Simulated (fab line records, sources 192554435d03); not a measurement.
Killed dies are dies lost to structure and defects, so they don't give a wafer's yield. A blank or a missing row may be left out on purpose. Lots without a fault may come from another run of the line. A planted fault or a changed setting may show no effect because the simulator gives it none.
Split-lot experiment | flow n5_finfet | 7 lots, 21 wafers read, on a route of 1938 steps

THE SPLIT
At N5_BEOL_M15_COAT_60 (time 60 s, resist thk 89 nm), the setting spin_rpm was moved away from the recipe's 1500 rpm on 2 of the 21 wafers read, by -6.0% to -3.5%. The other wafers ran this setting at the recipe's value.

The file shows no step between the split and the reading.

THE READING
etch.depth_nm (the simulator's own value, which no gauge read), in nm, at N5_BEOL_M15_ETCH_61 (etches BARC in N2/H2, target depth 89 nm, overetch 26.7 nm, time 67.9 s). The file gives no usual value for it. The 19 wafers here that ran the recipe average 89.05 nm, standard deviation 0.33 nm.

wafer  | tool, chamber at the split | spin_rpm as run, rpm | against the recipe | etch.depth_nm, nm | against lot-mates on the recipe
L075.1 | litho_track-04, 0          | 1500                 | recipe             | 89.69             | -
L075.5 | litho_track-04, 0          | 1500                 | recipe             | 89.65             | -
L075.6 | litho_track-04, 0          | 1500                 | recipe             | 89.53             | -
L077.2 | litho_track-03, 0          | 1500                 | recipe             | 89.25             | -
L077.4 | litho_track-03, 0          | 1500                 | recipe             | 89.24             | -
L077.5 | litho_track-03, 0          | 1410                 | -6.0%              | 91.96             | +2.71
L081.2 | litho_track-04, 0          | 1500                 | recipe             | 89.02             | -
L081.4 | litho_track-04, 0          | 1500                 | recipe             | 89.42             | -
L081.6 | litho_track-04, 0          | 1500                 | recipe             | 89.05             | -
L090.4 | litho_track-05, 0          | 1500                 | recipe             | 89.08             | -
L090.5 | litho_track-05, 0          | 1500                 | recipe             | 88.99             | -
L090.6 | litho_track-05, 0          | 1500                 | recipe             | 89.04             | -
L091.3 | litho_track-03, 0          | 1500                 | recipe             | 88.79             | -
L091.5 | litho_track-03, 0          | 1500                 | recipe             | 88.59             | -
L091.6 | litho_track-03, 0          | 1500                 | recipe             | 88.62             | -
L092.1 | litho_track-04, 0          | 1500                 | recipe             | 88.59             | -
L092.3 | litho_track-04, 0          | 1500                 | recipe             | 88.99             | -
L092.4 | litho_track-04, 0          | 1500                 | recipe             | 88.85             | -
L093.1 | litho_track-03, 0          | 1500                 | recipe             | 88.75             | -
L093.3 | litho_track-03, 0          | 1447                 | -3.5%              | 90.39             | +1.63
L093.6 | litho_track-03, 0          | 1500                 | recipe             | 88.77             | -

THE FIT
A straight line over all 21 wafers: etch.depth_nm changes by -0.459 nm for each +1% of spin_rpm; r = -0.90; the points scatter about the line by 0.34 nm.
The same after taking each lot's own level away (the mean of its wafers on the recipe; 21 wafers): -0.455 nm for each +1%; r = -0.99; scatter 0.11 nm.
On that fit, the largest move of spin_rpm shifts the reading by 2.7 nm.
The lots' own levels span 88.667 to 89.623 nm, that is 2.9 times the standard deviation above.
So the lot-to-lot level changes the slope little: the two slopes agree.
Check: with one of the wafers moved furthest among these (-6.0%) left out of the fit, the line predicts +2.77 nm for it against its lot-mates. It came out at +2.71 nm against them.

OTHER SPLITS ON THESE WAFERS
These wafers also went through other splits before the reading. Each is held against what the fit with the lots' levels taken away leaves over:
other split on the same wafers    | wafers away from the commonest value | r with etch.depth_nm (lot level and that fit taken away)
N5_BEOL_M11_PEB_26 peb_time_s     | 7                                    | +0.10
N5_BEOL_M11_TRENCH_ETCH_37 bias_w | 9                                    | +0.08
N5_BEOL_M12_ETCH_68 time_s        | 8                                    | -0.15
N5_BEOL_M13_COAT_65 spin_rpm      | 7                                    | -0.09
N5_BEOL_M13_SPUTTER_44 power_w    | 12                                   | +0.12

THE WHOLE CHAIN: every reading that the file lists as answering this split, in the file's order
step                | what it does                                                            | reading                                                                          | change (the file's fit)               | r (the file's)
N5_BEOL_M15_COAT_60 | time 60 s, resist thk 89 nm                                             | BARC_of_BEOL_M15_COAT_60.thk_nm (the simulator's own value, which no gauge read) | -0.463 nm for each +1% of the setting | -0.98
N5_BEOL_M15_ETCH_61 | etches BARC in N2/H2, target depth 89 nm, overetch 26.7 nm, time 67.9 s | etch.depth_nm (the simulator's own value, which no gauge read)                   | -0.455 nm for each +1% of the setting | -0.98

THE FILE'S OWN FIT
etch.depth_nm changes by -0.455 nm for each +1% of spin_rpm, r = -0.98.
